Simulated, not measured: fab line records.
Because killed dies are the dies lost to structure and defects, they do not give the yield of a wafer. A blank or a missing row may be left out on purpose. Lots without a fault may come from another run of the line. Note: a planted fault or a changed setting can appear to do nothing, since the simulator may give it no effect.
What tool caused it?	flow nand-harc	12 lots, 36 wafers sampled, at 7 steps of a route of 1159

== WHAT THE GAUGES SHOWED, per wafer ==
NHARC_A_SGD_CUT_OVL_MEAS_10. Usual: overlay-x-nm -0.1 nm, standard deviation 0.82; overlay-y-nm -0.1 nm, standard deviation 0.98.
lot	measured	on	overlay-x-nm (nm)	overlay-y-nm (nm)	flag
L719	day 15 08:36	overlay-02	-0.2 0.3 -0.1	0.2 0.5 0.1	
L718	day 15 09:07	overlay-01	-0.1 0.4 0.2	1.0 1.4 1.4	
L717	day 15 14:28	overlay-01	-1.1 -0.9 -1.5	0.6 0.8 1.0	
L720	day 16 02:22	overlay-02	0.7 1.5 1.5	-0.4 -0.9 -0.6	
L721	day 16 02:58	overlay-01	1.5 1.1 1.6	0.3 0.8 0.3	
L722	day 16 13:17	overlay-02	0.0 0.3 0.0	0.7 0.6 0.7	
L723	day 17 01:52	overlay-01	0.0 -0.2 -0.5	1.2 1.2 1.1	
L726	day 17 02:18	overlay-02	1.3 0.8 1.2	0.2 1.0 0.8	
L724	day 17 14:45	overlay-01	-0.4 -0.1 0.2	-1.7 -1.6 -1.4	
L727	day 17 23:47	overlay-01	-1.5 -1.4 -1.7	-1.1 -1.7 -0.7	
L735	day 19 11:20	overlay-02	0.1 0.4 -0.1	0.2 -0.4 0.0	
L733	day 19 12:49	overlay-02	0.4 0.0 0.6	-0.6 -0.8 -1.1	

NHARC_A_SGD_CUT_THK_MEAS_22: measures by ellipsometry. Usual: 147.6 nm for thk-nm, sd 1.5.
lot	measured	on	thk-nm (nm)	flag
L719	day 15 14:38	film-metro-02	149.5 146.5 147.2	
L718	day 15 14:38	film-metro-01	147.9 148.2 148.3	
L717	day 15 20:29	film-metro-01	147.2 148.5 148.6	
L720	day 16 08:11	film-metro-02	150.2 147.9 150.4	
L721	day 16 08:11	film-metro-01	146.7 146.6 146.0	
L722	day 16 22:19	film-metro-01	149.8 146.7 145.6	
L723	day 17 09:54	film-metro-01	92.6 145.4 146.4	OFF
L726	day 17 09:55	film-metro-02	147.7 93.5 146.0	OFF
L724	day 17 20:23	film-metro-01	93.1 94.7 145.6	OFF
L727	day 18 08:51	film-metro-02	143.6 146.7 147.4	
L735	day 19 18:28	film-metro-01	145.6 147.1 149.4	
L733	day 19 18:28	film-metro-01	148.7 146.7 148.3	

NHARC_END_SORT_01. Usual: killed-at-array 29, standard deviation 12; killed-at-other 0.7, standard deviation 1; killed-at-periphery 4, standard deviation 3.2; killed-dies 34, standard deviation 12; killed-open 3.4, standard deviation 2; killed-short 1.8, standard deviation 1.3.
lot	measured	on	killed-at-array	killed-at-other	killed-at-periphery	killed-dies	killed-open	killed-short	flag
L724	day 23 03:43	prober-01	19 22 14	0 1 0	3 0 1	22 23 15	2 1 2	0 2 2	

== TOOL THAT RAN EACH LOT (tool first, then ch and the chambers of the sampled wafers, then the start) ==
lot	NHARC_A_SGD_CUT_DEP_00	NHARC_A_SGD_CUT_ETCH_58	NHARC_A_SGD_CUT_DEP_20	NHARC_A_SGD_CUT_CMP_21
L719	pecvd-04 ch 0,1,2, day 15 07:55	rie-diel-06 ch 0,2,3, day 15 08:47	fcvd-02 ch 0, day 15 09:50	cmp-04 ch 0,2,3, day 15 14:24
L718	pecvd-03 ch 1,2, day 15 08:17	rie-diel-01 ch 0,3, day 15 09:17	fcvd-01 ch 0,1, day 15 10:20	cmp-02 ch 0,2,3, day 15 14:26
L717	pecvd-04 ch 0,2, day 15 13:48	rie-diel-06 ch 0,2,3, day 15 14:38	fcvd-02 ch 0,1, day 15 15:41	cmp-04 ch 1,2,3, day 15 20:14
L720	pecvd-03 ch 0,1, day 16 01:41	rie-diel-01 ch 2,3, day 16 02:34	fcvd-01 ch 0,1, day 16 03:35	cmp-02 ch 1,3, day 16 07:58
L721	pecvd-04 ch 0,1,2, day 16 02:11	rie-diel-11 ch 0,2,3, day 16 03:08	fcvd-02 ch 0,1, day 16 04:10	cmp-04 ch 1,2,3, day 16 07:56
L722	pecvd-04 ch 0,1,2, day 16 12:36	rie-diel-01 ch 1,3, day 16 13:28	fcvd-01 ch 0,1, day 16 14:31	cmp-03 ch 0,1,3, day 16 22:06
L723	pecvd-03 ch 0,1,2, day 17 01:12	rie-diel-06 ch 2,3, day 17 02:02	fcvd-01 ch 0,1, day 17 03:06	cmp-03 ch 0,2,3, day 17 09:42
L726	pecvd-03 ch 0,1,2, day 17 01:42	rie-diel-01 ch 0,1, day 17 02:29	fcvd-01 ch 0,1, day 17 03:35	cmp-04 ch 1,2, day 17 09:41
L724	pecvd-02 ch 0,1,2, day 17 13:58	rie-diel-06 ch 1,2,3, day 17 14:56	fcvd-01 ch 0,1, day 17 16:02	cmp-03 ch 1,2,3, day 17 20:12
L727	pecvd-02 ch 0,1,2, day 17 23:06	rie-diel-06 ch 0,1,3, day 17 23:58	fcvd-02 ch 0,1, day 18 00:59	cmp-02 ch 1,2,3, day 18 08:35
L735	pecvd-02 ch 0,1,2, day 19 10:32	rie-diel-06 ch 0,2,3, day 19 11:32	fcvd-02 ch 0,1, day 19 12:34	cmp-04 ch 0,2,3, day 19 18:13
L733	pecvd-02 ch 1,2, day 19 11:59	rie-diel-11 ch 0,2,3, day 19 12:59	fcvd-02 ch 0,1, day 19 14:04	cmp-03 ch 1,2,3, day 19 18:14
- NHARC_A_SGD_CUT_DEP_00: deposits SiNx, target thk 50 nm.
- NHARC_A_SGD_CUT_ETCH_58: etches the open film in CF4, target depth 39 nm, time 65 s.
- NHARC_A_SGD_CUT_DEP_20: deposits SiO2, target thk 150 nm.
- NHARC_A_SGD_CUT_CMP_21: polishes, target thk 148.19 nm.

== WHAT THE TOOLS THEMSELVES READ (means of the sampled wafers that have a number; where no wafer has one, the mark that the record gives instead) ==
NHARC_A_SGD_CUT_DEP_00. Usual: 738 W for heater-power-w, sd 80.
lot	tool	heater-power-w (W)	flag
L719	pecvd-04	703	
L718	pecvd-03	644	
L717	pecvd-04	690	
L720	pecvd-03	781	
L721	pecvd-04	704	
L722	pecvd-04	719	
L723	pecvd-03	726	
L726	pecvd-03	716	
L724	pecvd-02	854	
L727	pecvd-02	811	
L735	pecvd-02	816	
L733	pecvd-02	797	

NHARC_A_SGD_CUT_ETCH_58. Usual: drypump-motor-current-A 5.9 A, standard deviation 0.54; oes-product-au 1.000 a.u., standard deviation 0.007; rf-vpp-V 151.4 V, standard deviation 1.2; showerhead-plenum-p-Torr 1.78 Torr, standard deviation 0.061; throttle-valve-pct 13.283 %, standard deviation 0.0086.
lot	tool	drypump-motor-current-A (A)	oes-product-au (a.u.)	rf-vpp-V (V)	showerhead-plenum-p-Torr (Torr)	throttle-valve-pct (%)	flag
L719	rie-diel-06	5.8	1.005	150.9	1.76	13.277	
L718	rie-diel-01	6.6	1.005	151.3	1.81	13.271	
L717	rie-diel-06	5.9	1.009	151.1	1.76	13.285	
L720	rie-diel-01	5.5	1.012	151.9	1.84	13.282	
L721	rie-diel-11	5.9	0.997	151.2	1.76	13.283	
L722	rie-diel-01	6.4	1.007	151.9	1.82	13.278	
L723	rie-diel-06	5.7	0.999	151.3	1.79	13.289	
L726	rie-diel-01	6.3	0.996	151.9	1.82	13.288	
L724	rie-diel-06	5.7	0.999	151.4	1.79	13.283	
L727	rie-diel-06	5.6	0.990	150.1	1.73	13.287	
L735	rie-diel-06	5.9	1.000	151.2	1.76	13.284	
L733	rie-diel-11	5.9	0.999	151.9	1.76	13.284	

NHARC_A_SGD_CUT_CMP_21. Usual: motor-current-A 12.1 A, standard deviation 0.92; time-to-endpoint-s 49.1 s, standard deviation 2.5.
lot	tool	motor-current-A (A)	time-to-endpoint-s (s)	flag
L719	cmp-04	11.9	50.3	
L718	cmp-02	12.4	52.9	
L717	cmp-04	12.0	50.2	
L720	cmp-02	12.3	50.0	
L721	cmp-04	12.8	49.7	
L722	cmp-03	12.4	49.3	
L723	cmp-03	12.7	40.7	OFF
L726	cmp-04	11.9	41.5	OFF
L724	cmp-03	11.5	33.0	OFF
L727	cmp-02	11.3	48.0	
L735	cmp-04	12.5	50.2	
L733	cmp-03	11.5	46.0	

== THE ANSWER, worked out from the rows above alone ==
Rule: a lot is off if the mean of its wafers that have a number lies more than 3 standard deviations from the usual mean. A lot without any number at a reading at which 4 lots or more have one is off too. Any other lot the step has rows for is counted as sound. First the gauges in route order, then the tools' own readings, where a lot's mean is used as printed above. At the first step where some lot is off, the reading lying furthest off is the one used; lots without a number count as furthest.
Off, at NHARC_A_SGD_CUT_THK_MEAS_22 on thk-nm: L723, L726, L724.
A tool fits if, at a process step before that reading, it ran every lot that is off, and no sound lot after the first of them. The gauges at NHARC_A_SGD_CUT_THK_MEAS_22 aren't tried: what is off there is off at NHARC_A_SGD_CUT_CMP_21 too, on other tools, and a gauge's error can't cause that. One fits: fcvd-01 at NHARC_A_SGD_CUT_DEP_20. Its last sound lot is L722 (day 16 14:31), its first lot that is off L723 (day 17 03:06): a fault that began between those two fits.

== WHAT HAD BEEN PUT IN BY THE SIMULATOR ==
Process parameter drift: fcvd-01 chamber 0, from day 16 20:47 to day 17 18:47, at NHARC_A_SGD_CUT_DEP_20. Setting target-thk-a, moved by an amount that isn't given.
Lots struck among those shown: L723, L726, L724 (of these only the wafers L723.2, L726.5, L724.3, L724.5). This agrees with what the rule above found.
